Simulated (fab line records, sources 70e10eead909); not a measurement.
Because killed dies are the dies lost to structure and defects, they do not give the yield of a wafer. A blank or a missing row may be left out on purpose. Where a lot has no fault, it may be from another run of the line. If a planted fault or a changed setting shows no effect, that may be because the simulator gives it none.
fab line records	flow nand_harc	part 1 of 2: steps 1 to 25 of 32
record: lots: 5	wafers: 15	last_day: 25
route steps=1159 shown A_STAIRCASE@660
lots that met no fault: from a run of the same line without faults
start_h: hours from the record's first day to the start of the lot's first wafer shown	wait_h: time in hours since the lot's previous step	" repeats the value in the row above	L1.1+2: several wafers, shown together as one row	- no value, or no start given	* or withheld: withheld	< > ~ a bound
route shown NAME@n: a module of which the file shows steps, and the number in the route of the first	usual: mean/standard deviation taken from wafers without a fault	same: alike in all rows	chamber/n: place in a boat	sites: per-site readings	_std_site: standard deviation across them	_edge_site: inner sites' mean taken away from outer sites' mean	radius_mm: for every site, how far away it sits from the centre of the wafer	mask NAME#n: copy n	behind: the tool/chamber that last shaped the wafer	hold: cause of the lot's hold/its duration in hours/its outcome	device: the transistor (n, p or np) that didn't switch	end of line: the tests these same wafers got at the end of their route	step lacking rows: just its recipe	killed: not the wafer's yield, but the dies lost to structure and defects at the first sort	map: a wafer's dies, x killed, . not, _ none there
set.NAME: the setting as run; set.NAME@STEP: as run at that earlier step	model.NAME: the simulator's own value behind a step, which no gauge read
lots seen at some steps along the route; tables by step, rows by wafer
services: the hour from which a tool's chamber was out of use, counted from the record's first day as start_h (under 0 if before that day), plus the number of hours and why
== steps ==
step: NHARC_A_STAIRCASE_PEB_287
recipe: peb_temp_c: 115	peb_time_s: 130
lot.wafer	tool	chamber	start_h	wait_h
L075.1+2+6	litho_track-05	0	263.95	0.1
L082.1+2+4	litho_track-03	0	297.41	0.1
L087.2+4+6	litho_track-07	0	330.54	0.1
L091.1+2+6	litho_track-05	0	353.85	0.1
L094.2+3+5	litho_track-03	0	360.68	0.1
step: NHARC_A_STAIRCASE_DEVELOP_288
recipe: time_s: 140
lot.wafer	tool	chamber	start_h	wait_h
L075.1+2+6	litho_track-05	0	-	-
L082.1+2+4	litho_track-03	0	-	-
L087.2+4+6	litho_track-07	0	-	-
L091.1+2+6	litho_track-05	0	-	-
L094.2+3+5	litho_track-03	0	-	-
step: NHARC_A_STAIRCASE_HARDBAKE_290
recipe: temp_c: 120	time_s: 140
lot.wafer	tool	chamber	start_h	wait_h
L075.1+2+6	litho_track-05	0	264.17	-
L082.1+2+4	litho_track-07	0	297.63	-
L087.2+4+6	litho_track-05	0	330.76	-
L091.1+2+6	litho_track-07	0	354.07	-
L094.2+3+5	litho_track-07	0	360.92	-
step: NHARC_A_STAIRCASE_DESCUM_291
recipe: time_s: 3	o2_flow_sccm: 200	ar_flow_sccm: 0	bias_power_w: 0	chemistry: O2
usual: drypump_motor_current_A: 5.9/0.46	oes_product_au: 1.002/0.01	rf_vpp_V: 57.8/0.87	showerhead_plenum_p_Torr: 1.94/0.078	throttle_valve_pct: 11.310/0.0087
same: bias_power_w: 0
lot.wafer	tool	chamber	start_h	wait_h	drypump_motor_current_A	oes_product_au	rf_hours_counter_h	rf_vpp_V	showerhead_plenum_p_Torr	throttle_valve_pct
L075.2	rie_diel-11	1	264.26	-	5.5	0.990	25	58.2	2.00	11.310
L075.1	"	2	"	"	5.5	1.015	26	56.5	1.78	11.313
L075.6	"	1	"	"	5.5	0.985	-	58.7	2.01	11.316
L082.2	rie_diel-07	2	297.72	-	6.0	1.005	20	57.7	2.00	11.327
L082.4	"	3	"	"	5.6	1.010	21	56.8	2.05	11.304
L082.1	"	1	"	"	4.8	1.005	22	58.1	1.86	11.310
L087.4	rie_diel-07	0	330.85	-	6.7	0.999	36	58.5	1.84	11.303
L087.2	"	1	"	"	4.7	1.002	37	57.7	1.85	11.320
L087.6	"	1	"	"	4.8	1.004	-	57.4	1.85	11.307
L091.1	rie_diel-11	3	354.17	-	6.6	0.999	53	58.6	1.96	11.292
L091.2	"	2	"	"	5.5	1.020	60	57.0	1.77	11.336
L091.6	"	2	"	"	5.5	1.021	-	56.3	1.77	11.304
L094.2	rie_diel-11	3	361.01	-	6.6	1.008	55	58.2	1.96	11.308
L094.3	"	0	"	"	5.8	1.000	60	57.4	1.93	11.313
L094.5	"	3	"	"	6.6	1.002	-	56.7	1.96	11.307
step: NHARC_A_STAIRCASE_ETCH_292
recipe: cf4_flow_sccm: 100	chf3_flow_sccm: 30	ar_flow_sccm: 0	rf_w: 500	bias_w: 200	chemistry: CF4/CHF3
usual: bias_w: 200.1/0.62	drypump_motor_current_A: 5.9/0.46	oes_product_au: 0.952/0.024	rf_vpp_V: 371.4/2.1	showerhead_plenum_p_Torr: 1.60/0.058	throttle_valve_pct: 16.803/0.0097
lot.wafer	tool	chamber	start_h	wait_h	bias_w	drypump_motor_current_A	oes_product_au	rf_hours_counter_h	rf_vpp_V	showerhead_plenum_p_Torr	throttle_valve_pct
L075.2	rie_diel-11	1	264.37	0.1	199.3	5.5	0.957	25	374.1	1.64	16.783
L075.1	"	2	"	"	201.4	5.5	0.976	26	366.6	1.47	16.814
L075.6	"	3	"	"	199.6	6.6	0.985	-	371.8	1.61	16.818
L082.2	rie_diel-07	1	297.81	0.1	200.2	4.7	0.987	22	368.9	1.53	16.795
L082.4	"	2	"	"	198.7	6.0	0.959	20	373.1	1.64	16.798
L082.1	"	3	"	"	199.6	5.5	0.963	21	373.8	1.68	16.798
L087.2	rie_diel-07	1	330.97	0.1	200.2	4.7	0.953	37	367.5	1.53	16.804
L087.4	"	2	"	"	200.0	5.9	0.956	33	371.1	1.64	16.805
L087.6	"	1	"	"	200.5	4.7	0.946	-	369.3	1.53	16.802
L091.2	rie_diel-11	1	354.28	0.1	199.4	5.5	0.948	60	372.3	1.64	16.800
L091.1	"	2	"	"	201.0	5.5	0.971	60	364.9	1.46	16.799
L091.6	"	3	"	"	200.3	6.6	0.925	-	372.2	1.61	16.798
L094.2	rie_diel-11	0	361.09	0.1	199.6	5.8	0.921	60	371.9	1.59	16.797
L094.3	"	1	"	"	199.3	5.5	0.957	62	372.1	1.64	16.797
L094.5	"	1	"	"	200.4	5.5	0.962	-	373.6	1.64	16.803
step: NHARC_A_STAIRCASE_HM_OPEN_460
recipe: o2_flow_sccm: 400	cos_flow_sccm: 20	ar_flow_sccm: 0	rf_w: 500	bias_w: 300	chemistry: O2/COS
usual: bias_w: 300.1/0.84	cos_flow_sccm: 20.00/0.054	drypump_motor_current_A: 5.8/0.47	oes_product_au: 1.001/0.012	rf_vpp_V: 468.2/2.5	showerhead_plenum_p_Torr: 3.17/0.11	throttle_valve_pct: 28.330/0.0096
lot.wafer	tool	chamber	start_h	wait_h	bias_w	cos_flow_sccm	drypump_motor_current_A	oes_product_au	rf_hours_counter_h	rf_vpp_V	showerhead_plenum_p_Torr	throttle_valve_pct
L075.1	rie_diel-11	3	-	-	300.6	19.99	6.6	1.008	25	469.9	3.20	28.330
L075.2	"	1	"	"	300.5	20.09	5.5	0.990	25	470.9	3.26	28.348
L075.6	"	3	"	"	300.8	19.99	6.6	1.009	-	469.4	3.20	28.330
L082.4	rie_diel-07	0	-	-	298.5	20.00	6.7	0.999	22	465.9	3.01	28.310
L082.2	"	1	"	"	300.3	20.02	4.7	1.011	22	464.6	3.04	28.322
L082.1	"	2	"	"	299.5	19.96	6.0	1.001	21	469.2	3.26	28.335
L087.4	rie_diel-07	0	-	-	300.2	19.99	6.7	0.981	37	464.1	3.01	28.327
L087.2	"	3	"	"	301.5	19.97	5.5	0.996	32	470.6	3.33	28.312
L087.6	"	1	"	"	299.4	19.99	4.7	1.002	-	464.5	3.03	28.339
L091.2	rie_diel-11	1	-	-	300.8	19.99	5.6	0.982	60	468.8	3.25	28.318
L091.1	"	3	"	"	300.4	19.93	6.6	1.012	53	469.1	3.19	28.338
L091.6	"	3	"	"	300.4	20.01	6.6	1.004	-	467.6	3.19	28.320
L094.3	rie_diel-11	3	-	-	299.2	19.95	6.6	1.002	55	468.9	3.19	28.332
L094.2	"	0	"	"	299.7	20.02	5.8	0.999	60	468.0	3.15	28.354
L094.5	"	0	"	"	300.2	20.06	5.8	0.999	-	467.0	3.15	28.330
step: NHARC_A_STAIRCASE_STRIP_461
recipe: o2_flow_sccm: 400	cos_flow_sccm: 20	ar_flow_sccm: 0	bias_w: 0	chemistry: O2/COS
lot.wafer	tool	chamber	start_h	wait_h
L075.2+1+6	rie_diel-11	2,1,2	-	-
L082.4+2+1	rie_diel-07	0,2,3	-	-
L087.2+4+6	rie_diel-07	0,1,2	-	-
L091.2+1+6	rie_diel-11	3,1,2	-	-
L094.3+2+5	rie_diel-11	0,3,1	-	-
step: NHARC_A_STAIRCASE_ETCH_452
recipe: target_depth_a: 300	overetch_a: 30	time_s: 16.5	ion_energy_ev: 100	cf4_flow_sccm: 80	o2_flow_sccm: 20	ar_flow_sccm: 0	rf_w: 300	bias_w: 100	chemistry: CF4/O2
usual: bias_w: 99.99/0.29	drypump_motor_current_A: 5.8/0.45	oes_product_au: 1.002/0.011	rf_vpp_V: 198.1/1.3	showerhead_plenum_p_Torr: 1.36/0.05	throttle_valve_pct: 13.397/0.0092
lot.wafer	tool	chamber	start_h	wait_h	bias_w	drypump_motor_current_A	oes_product_au	rf_hours_counter_h	rf_vpp_V	showerhead_plenum_p_Torr	throttle_valve_pct
L075.2	rie_diel-11	0	-	-	99.65	5.8	1.006	25	196.1	1.35	13.404
L075.1	"	3	"	"	100.56	6.6	0.988	26	198.4	1.37	13.405
L075.6	"	0	"	"	99.68	5.8	1.000	-	198.9	1.35	13.397
L082.4	rie_diel-07	0	-	-	100.05	6.7	0.994	22	196.2	1.29	13.394
L082.2	"	1	"	"	100.10	4.8	1.014	22	198.6	1.30	13.402
L082.1	"	2	"	"	99.76	6.0	0.999	21	199.2	1.40	13.401
L087.4	rie_diel-07	3	-	-	99.78	5.6	1.000	32	199.5	1.42	13.400
L087.2	"	1	"	"	100.36	4.7	1.015	37	197.1	1.29	13.404
L087.6	"	2	"	"	99.97	5.9	1.000	-	199.3	1.39	13.392
L091.2	rie_diel-11	2	-	-	100.25	5.5	1.004	60	195.9	1.24	13.402
L091.1	"	3	"	"	100.17	6.6	1.004	53	198.2	1.36	13.415
L091.6	"	3	"	"	99.65	6.6	1.005	-	197.6	1.36	13.387
L094.2	rie_diel-11	1	-	-	99.29	5.5	0.984	62	200.7	1.39	13.398
L094.3	"	3	"	"	100.48	6.6	1.005	55	199.2	1.36	13.412
L094.5	"	0	"	"	100.54	5.8	0.999	-	196.4	1.35	13.381
step: NHARC_A_STAIRCASE_ETCH_294
recipe: target_depth_a: 49920	time_s: 1212.4	ion_energy_ev: 800	c4f8_flow_sccm: 80	o2_flow_sccm: 60	ar_flow_sccm: withheld	rf_w: 600	bias_w: 3000	chemistry: C4F8/O2/Ar
usual: bias_w: 3000/9	oes_product_au: 0.936/0.011	rf_vpp_V: 1830/9.6
lot.wafer	tool	chamber	start_h	wait_h	bias_w	oes_product_au	rf_hours_counter_h	rf_vpp_V
L075.1	rie_diel-11	2	-	-	3003	0.946	26	1809
L075.2	"	0	"	"	3023	0.949	25	1829
L075.6	"	2	"	"	3007	0.943	-	1810
L082.4	rie_diel-07	0	-	-	3016	0.925	22	1818
L082.1	"	1	"	"	3006	0.936	22	1820
L082.2	"	3	"	"	2987	0.930	21	1843
L087.4	rie_diel-07	0	-	-	2996	0.930	37	1818
L087.2	"	1	"	"	2992	0.932	38	1818
L087.6	"	3	"	"	3003	0.935	-	1842
L091.2	rie_diel-11	2	-	-	2993	0.960	60	1808
L091.1	"	3	"	"	3010	0.933	53	1832
L091.6	"	1	"	"	3006	0.924	-	1836
L094.3	rie_diel-11	2	-	-	3000	0.959	63	1807
L094.2	"	3	"	"	2991	0.954	56	1832
L094.5	"	2	"	"	2995	0.957	-	1807
step: NHARC_A_STAIRCASE_STRIP_295
recipe: o2_flow_sccm: 500	ar_flow_sccm: 0	bias_w: 0	chemistry: O2
usual: drypump_motor_current_A: 5.8/0.52	oes_product_au: 1.002/0.012	rf_vpp_V: 57.8/0.92	showerhead_plenum_p_Torr: 3.55/0.13	throttle_valve_pct: 17.036/0.0091
same: bias_w: 0
lot.wafer	tool	chamber	start_h	wait_h	drypump_motor_current_A	oes_product_au	rf_hours_counter_h	rf_vpp_V	showerhead_plenum_p_Torr	throttle_valve_pct
L075.1	rie_diel-11	1	-	-	5.5	0.992	26	59.0	3.69	17.031
L075.2	"	2	"	"	5.5	1.000	27	58.3	3.29	17.054
L075.6	"	2	"	"	5.5	1.006	-	57.4	3.29	17.041
L082.1	rie_diel-07	0	-	-	6.7	0.978	23	57.2	3.41	17.040
L082.4	"	2	"	"	6.0	0.995	21	58.0	3.69	17.038
L082.2	"	3	"	"	5.6	0.988	21	59.0	3.76	17.042
L087.2	rie_diel-07	2	-	-	6.0	1.014	33	57.4	3.68	17.031
L087.4	"	3	"	"	5.6	1.006	33	57.3	3.76	17.030
L087.6	"	1	"	"	4.7	1.007	-	58.2	3.42	17.033
L091.1	rie_diel-11	2	-	-	5.5	1.017	61	56.5	3.28	17.038
L091.2	"	3	"	"	6.6	1.003	53	58.5	3.60	17.044
L091.6	"	2	"	"	5.5	1.011	-	57.6	3.28	17.037
L094.3	rie_diel-11	2	-	-	5.5	1.015	63	55.7	3.28	17.036
L094.2	"	1	"	"	5.5	0.981	63	57.7	3.66	17.035
L094.5	"	3	"	"	6.6	1.002	-	57.4	3.60	17.037
step: NHARC_A_STAIRCASE_STRIP_296
recipe: time_s: 900	temp_c: 130	chemistry: SPM
lot.wafer	tool	chamber	start_h	wait_h
L075.1+6+2	wet_bench-05	4,6,7	266.00	-
L082.2+4+1	wet_bench-07	0,1,3	299.56	-
L087.2+6+4	wet_bench-05	4,6,7	332.70	-
L091.1+6+2	wet_bench-07	0,1,3	356.20	-
L094.5+3+2	wet_bench-05	7,0,1	362.75	-
step: NHARC_A_STAIRCASE_PRECLEAN_297
recipe: time_s: *	temp_c: 50	bath_age_min: 0	chemistry: SC1
same: bath_age_min: 0
lot.wafer	tool	chamber	start_h	wait_h
L075.1+6+2	wet_bench-05	4,6,7	-	-
L082.2+4+1	wet_bench-07	0,1,3	-	-
L087.2+6+4	wet_bench-05	4,6,7	-	-
L091.1+6+2	wet_bench-07	0,1,3	-	-
L094.5+3+2	wet_bench-05	7,0,1	-	-
step: NHARC_A_STAIRCASE_SRD_298
lot.wafer	tool	chamber	start_h	wait_h
L075.1+6+2	wet_bench-05	4,6,7	-	-
L082.2+4+1	wet_bench-07	0,1,3	-	-
L087.2+6+4	wet_bench-05	4,6,7	-	-
L091.1+6+2	wet_bench-07	0,1,3	-	-
L094.5+3+2	wet_bench-05	7,0,1	-	-
step: NHARC_A_STAIRCASE_HM_DEP_462
recipe: target_thk_a: 8000	temp_c: 400	material: aC
usual: throttle_valve_pct: 35.001/0.01
lot.wafer	tool	chamber	start_h	wait_h	throttle_valve_pct
L075.1	acl_dep-03	0	266.51	0.1	34.998
L075.2	"	0	"	"	34.984
L075.6	"	0	268.06	1.6	35.016
L082.1	acl_dep-02	0	304.72	4.7	35.006
L082.2	"	0	"	"	34.997
L082.4	"	0	"	"	34.998
L087.2	acl_dep-03	0	333.52	0.4	35.005
L087.4	"	0	"	"	34.999
L087.6	"	0	"	"	35.011
L091.1	acl_dep-01	0	357.63	1.0	34.999
L091.2	"	0	"	"	34.987
L091.6	"	0	359.17	2.5	34.992
L094.2	acl_dep-02	0	364.31	1.0	34.976
L094.3	"	0	"	"	34.973
L094.5	"	0	"	"	35.000
step: NHARC_A_STAIRCASE_DEP_301
recipe: target_thk_a: 300	target_thk_nm: 30	temp_c: 400	pressure_torr: 3.5	flow_sccm: 200	rf_w: 350	material: SiON
usual: heater_power_w: 784/80
lot.wafer	tool	chamber	start_h	wait_h	heater_power_w	since_wet_clean_h
L075.1	pecvd-01	0	268.39	1.6	763	18
L075.2	"	2	"	"	882	18
L075.6	"	1	"	"	685	-
L082.2	pecvd-02	1	306.56	1.2	755	141
L082.1	"	2	"	"	646	141
L082.4	"	0	"	"	744	-
L087.2	pecvd-01	1	335.13	1.3	699	85
L087.6	"	0	"	"	773	-
L087.4	"	1	"	"	666	-
L091.1	pecvd-02	0	359.71	1.8	818	12
L091.2	"	2	"	"	733	12
L091.6	"	2	"	"	748	-
L094.3	pecvd-02	1	365.88	0.9	736	18
L094.2	"	0	"	"	805	18
L094.5	"	1	"	"	726	-
step: NHARC_A_STAIRCASE_DEHYDRATE_302
recipe: temp_c: 150	time_s: 120
lot.wafer	tool	chamber	start_h	wait_h
L075.1+2+6	litho_track-05	0	268.66	0.2
L082.1+2+4	litho_track-05	0	306.83	0.2
L087.2+4+6	litho_track-07	0	335.34	0.2
L091.1+2+6	litho_track-03	0	359.98	0.2
L094.2+3+5	litho_track-03	0	366.15	0.2
step: NHARC_A_STAIRCASE_HMDS_303
recipe: time_s: 30
lot.wafer	tool	chamber	start_h	wait_h
L075.1+2+6	litho_track-05	0	-	-
L082.1+2+4	litho_track-05	0	-	-
L087.2+4+6	litho_track-07	0	-	-
L091.1+2+6	litho_track-03	0	-	-
L094.2+3+5	litho_track-03	0	-	-
step: NHARC_A_STAIRCASE_COAT_304
recipe: spin_rpm: 1200
lot.wafer	tool	chamber	start_h	wait_h
L075.1+2+6	litho_track-05	0	-	-
L082.1+2+4	litho_track-05	0	-	-
L087.2+4+6	litho_track-07	0	-	-
L091.1+2+6	litho_track-03	0	-	-
L094.2+3+5	litho_track-03	0	-	-
step: NHARC_A_STAIRCASE_SOFTBAKE_305
recipe: temp_c: 135	time_s: 170
lot.wafer	tool	chamber	start_h	wait_h
L075.1+2+6	litho_track-05	0	-	-
L082.1+2+4	litho_track-05	0	-	-
L087.2+4+6	litho_track-07	0	-	-
L091.1+2+6	litho_track-03	0	-	-
L094.2+3+5	litho_track-03	0	-	-
step: NHARC_A_STAIRCASE_EBR_306
lot.wafer	tool	chamber	start_h	wait_h
L075.1+2+6	litho_track-05	0	-	-
L082.1+2+4	litho_track-05	0	-	-
L087.2+4+6	litho_track-07	0	-	-
L091.1+2+6	litho_track-03	0	-	-
L094.2+3+5	litho_track-03	0	-	-
step: NHARC_A_STAIRCASE_EXPOSE_307
recipe: na: 0.5	dose_mj: 45.72	mask_id: CHOP_50
usual: exposure_dose_mJ_cm2: 45.73/0.05
lot.wafer	tool	chamber	start_h	wait_h	mask	exposure_dose_mJ_cm2
L075.1	krf_scanner-04	0	268.87	-	CHOP_50#0	45.69
L075.2	"	0	"	"	CHOP_50#0	45.75
L075.6	"	0	"	"	CHOP_50#0	45.63
L082.1	krf_scanner-03	0	307.16	-	CHOP_50#0	45.70
L082.2	"	0	"	"	CHOP_50#0	45.74
L082.4	"	0	"	"	CHOP_50#0	45.75
L087.2	krf_scanner-01	0	335.68	-	CHOP_50#0	45.63
L087.4	"	0	"	"	CHOP_50#0	45.73
L087.6	"	0	"	"	CHOP_50#0	45.65
L091.1	krf_scanner-01	0	360.31	-	CHOP_50#0	45.69
L091.2	"	0	"	"	CHOP_50#0	45.68
L091.6	"	0	"	"	CHOP_50#0	45.71
L094.2	krf_scanner-01	0	366.36	-	CHOP_50#0	45.83
L094.3	"	0	"	"	CHOP_50#0	45.85
L094.5	"	0	"	"	CHOP_50#0	45.79
step: NHARC_A_STAIRCASE_PEB_308
recipe: peb_temp_c: 115	peb_time_s: 130
lot.wafer	tool	chamber	start_h	wait_h
L075.1+2+6	litho_track-05	0	268.94	0.1
L082.1+2+4	litho_track-05	0	307.23	0.1
L087.2+4+6	litho_track-07	0	335.74	0.1
L091.1+2+6	litho_track-05	0	360.38	0.1
L094.2+3+5	litho_track-05	0	366.42	0.1
step: NHARC_A_STAIRCASE_DEVELOP_309
recipe: time_s: 140
lot.wafer	tool	chamber	start_h	wait_h
L075.1+2+6	litho_track-05	0	-	-
L082.1+2+4	litho_track-05	0	-	-
L087.2+4+6	litho_track-07	0	-	-
L091.1+2+6	litho_track-05	0	-	-
L094.2+3+5	litho_track-05	0	-	-
step: NHARC_A_STAIRCASE_HARDBAKE_311
recipe: temp_c: 120	time_s: 140
lot.wafer	tool	chamber	start_h	wait_h
L075.1+2+6	litho_track-05	0	269.15	-
L082.1+2+4	litho_track-05	0	307.45	-
L087.2+4+6	litho_track-03	0	335.98	-
L091.1+2+6	litho_track-07	0	360.59	-
L094.2+3+5	litho_track-05	0	366.64	-
step: NHARC_A_STAIRCASE_DESCUM_312
recipe: time_s: 3	o2_flow_sccm: 200	ar_flow_sccm: 0	bias_power_w: 0	chemistry: O2
usual: drypump_motor_current_A: 5.8/0.53	oes_product_au: 1.002/0.011	rf_vpp_V: 57.8/0.85	showerhead_plenum_p_Torr: 1.94/0.075	throttle_valve_pct: 11.311/0.009
same: bias_power_w: 0
lot.wafer	tool	chamber	start_h	wait_h	drypump_motor_current_A	oes_product_au	rf_hours_counter_h	rf_vpp_V	showerhead_plenum_p_Torr	throttle_valve_pct
L075.1	rie_diel-12	0	269.25	-	5.7	1.027	24	56.5	1.90	11.325
L075.2	"	2	"	"	6.2	1.000	20	57.4	2.02	11.307
L075.6	"	3	"	"	6.0	1.005	-	58.2	1.97	11.308
L082.2	rie_diel-12	2	307.54	-	6.2	0.977	31	57.4	2.01	11.314
L082.1	"	3	"	"	6.0	1.003	32	57.1	1.97	11.320
L082.4	"	0	"	"	5.7	1.003	36	57.7	1.89	11.303
L087.2	rie_diel-07	0	336.08	-	6.7	0.986	38	57.7	1.84	11.296
L087.4	"	2	"	"	6.0	1.008	34	57.6	2.00	11.306
L087.6	"	0	"	"	6.7	0.976	-	55.4	1.84	11.296
L091.2	rie_diel-12	0	360.70	-	5.7	1.018	55	59.1	1.89	11.316
L091.1	"	1	"	"	5.9	1.002	53	57.5	1.96	11.304
L091.6	"	2	"	"	6.2	0.987	-	59.7	2.01	11.305
L094.3	rie_diel-12	2	366.73	-	6.2	0.999	50	58.5	2.01	11.315
L094.2	"	1	"	"	5.9	0.998	56	58.3	1.96	11.319
L094.5	"	2	"	"	6.2	0.982	-	59.6	2.01	11.292
